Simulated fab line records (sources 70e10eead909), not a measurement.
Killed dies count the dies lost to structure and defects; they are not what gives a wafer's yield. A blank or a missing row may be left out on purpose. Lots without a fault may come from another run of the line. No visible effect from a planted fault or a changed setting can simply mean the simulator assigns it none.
A struck lot beside a sound one ; flow nand harc ; 24 out of 1159 route steps
Sound: the wafers L280.2, L280.4, L280.5. Struck: wafers L295.2, L295.4, L295.5. The cause comes at the end.
At each step with rows: each side's tool, then ch and its chambers, then its first start. Under that, the readings that differ: sound wafers ; struck wafers ; difference of the means ; sigmas: that difference in standard deviations of wafers without a fault.
alike: words and numbers the same on both sides, and readings whose means are apart by under 2 such deviations; not compared: readings that were withheld, readings missing a value for some wafer, numbers with overlapping values and no deviation given by the record, and bounds like >300 which may hide the same value.
Wherever a step has rows on one side only, a row that says differs or no value, or a row with sigmas, the two part there. Numbers that have no deviation but don't overlap get no sigmas and don't part them. Lack of a reading on every wafer of one side parts them only where that side has two or more wafers.

first, 1 step without rows for these wafers: NHARC_P_M0_SRD_25.
NHARC_P_M0_INSPECT_27:
  struck on defect inspect-02, day 10 04:35; sound on defect inspect-02, day 5 14:37
  alike: raw defect count
NHARC_P_M0_PRE_CLEAN_31: time 12 s.
  sound on pecvd-04 ch 0,1, day 5 14:40; struck on pecvd-04 ch 1,2, day 10 04:39
  alike: heater power w, rf fwd power W
NHARC_P_M0_DEP_32: deposits SiCN, target thk 30 nm.
  sound on pecvd-04 ch 0,1, day 5 14:45; struck on pecvd-04 ch 1,2, day 10 04:43
reading;sound;struck;difference;sigmas
rf fwd power W (W);447.0 449.0 449.0;452.5 450.1 452.2;+3.3;+3
  alike: heater power w
then, 7 steps without rows for these wafers: NHARC_P_M1_DEP_00 (deposits SiOC, target thk 182.5 nm); NHARC_P_M1_DEHYDRATE_01 (time 120 s); NHARC_P_M1_HMDS_02 (time 30 s); NHARC_P_M1_COAT_34 (time 65 s); NHARC_P_M1_COAT_03 (resist thk 90 nm); NHARC_P_M1_SOFTBAKE_04 (time 55 s); NHARC_P_M1_EBR_05.
NHARC_P_M1_EXPOSE_06: exposes mask P M1, target cd 130 nm.
  sound on arfi scanner-02 ch 0, day 5 15:52; struck on arfi scanner-02 ch 0, day 10 05:50
reading;sound;struck;difference;sigmas
exposure dose mJ cm2;81.99 81.92 81.88;130.81 130.88 130.85;+48.92;+99 or more
  alike: mask
then, 2 steps without rows for these wafers: NHARC_P_M1_PEB_07 (peb time 65 s); NHARC_P_M1_DEVELOP_08 (develop time 35 s).
NHARC_P_M1_CD_MEAS_09: the cd target is 130 nm.
  sound on cd sem-01 ch 0, day 5 16:01; struck on cd sem-02 ch 0, day 10 05:58
reading;sound;struck;difference;sigmas
cd nm (nm);130.6 130.2 130.5;158.6 157.4 158.1;+27.6;+33
NHARC_P_M1_OVL_MEAS_10: pitch 260 nm.
  struck on overlay-01, day 10 06:04; sound on overlay-01, day 5 16:05
  alike: overlay x nm, overlay y nm
NHARC_P_M1_INSPECT_11:
  struck on defect inspect-02, day 10 06:06; sound on defect inspect-01, day 5 16:08
  alike: raw defect count
NHARC_P_M1_DESCUM_14: chemistry O2, time 3 s.
  sound on rie diel-12 ch 1,3, day 5 16:12; struck on rie diel-12 ch 0,1,2, day 10 06:10
reading;sound;struck;difference;sigmas
model.P_M1.cd nm (nm);130.4 129.9 129.6;158.9 156.9 159.2;+28.4;
  alike: drypump motor current A, oes product au, rf vpp V, showerhead plenum p Torr, throttle valve pct
  not compared: rf hours counter h
NHARC_P_M1_ETCH_35: etches the open film in N2/H2, target depth 40 nm, overetch 12 nm, time 43.94 s.
  sound on rie diel-12 ch 0,1,3, day 5 16:17; struck on rie diel-12 ch 0,1,3, day 10 06:15
  alike: drypump motor current A, oes product au, rf fwd power W, rf vpp V, showerhead plenum p Torr, throttle valve pct
  not compared: rf hours counter h
NHARC_P_M1_ETCH_15: etches the open film in C4F8/Ar, target depth 182.5 nm, time 91.2 s.
  sound on rie diel-12 ch 0,2,3; struck on rie diel-12 ch 1,3
  alike: oes product au, rf fwd power W, rf vpp V
  not compared: rf hours counter h
NHARC_P_M1_CD_MEAS_16:
  struck on cd sem-01, day 10 06:28; sound on cd sem-02, day 5 16:30
reading;sound;struck;difference;sigmas
cd nm (nm);129.7 130.3 130.3;160.1 157.4 159.4;+28.9;+26
NHARC_P_M1_STRIP_18: strips in N2/H2.
  sound on rie diel-12 ch 0,3, day 5 16:34; struck on rie diel-05 ch 0,1, day 10 06:32
reading;sound;struck;difference;sigmas
drypump motor current A (A);5.0 5.7 5.0;6.4 6.7 6.7;+1.4;+3
  alike: oes product au, rf fwd power W, rf vpp V, showerhead plenum p Torr, throttle valve pct
  not compared: rf hours counter h
NHARC_P_M1_ETCH_28: etches the open film in CF4/N2, target depth 30 nm, time 72.99 s.
  sound on rie diel-12 ch 0,1,3; struck on rie diel-05 ch 1,2,3
reading;sound;struck;difference;sigmas
model.P_M1.cd nm (nm);130.2 131.1 130.7;159.2 157.9 159.4;+28.2;
  alike: drypump motor current A, oes product au, rf fwd power W, rf vpp V, showerhead plenum p Torr, throttle valve pct
  not compared: rf hours counter h
then, 1 step without rows for these wafers: NHARC_P_M1_STRIP_19 (strips in post etch residue remover, time 600 s).

== WHERE THEY PART ==
Earliest at NHARC_P_M0_DEP_32; latest, in this record, at NHARC_P_M1_STRIP_18. Later steps at which nothing parts them and some readings are alike: NHARC_P_M1_ETCH_28.

WHY: whatever the simulator had introduced
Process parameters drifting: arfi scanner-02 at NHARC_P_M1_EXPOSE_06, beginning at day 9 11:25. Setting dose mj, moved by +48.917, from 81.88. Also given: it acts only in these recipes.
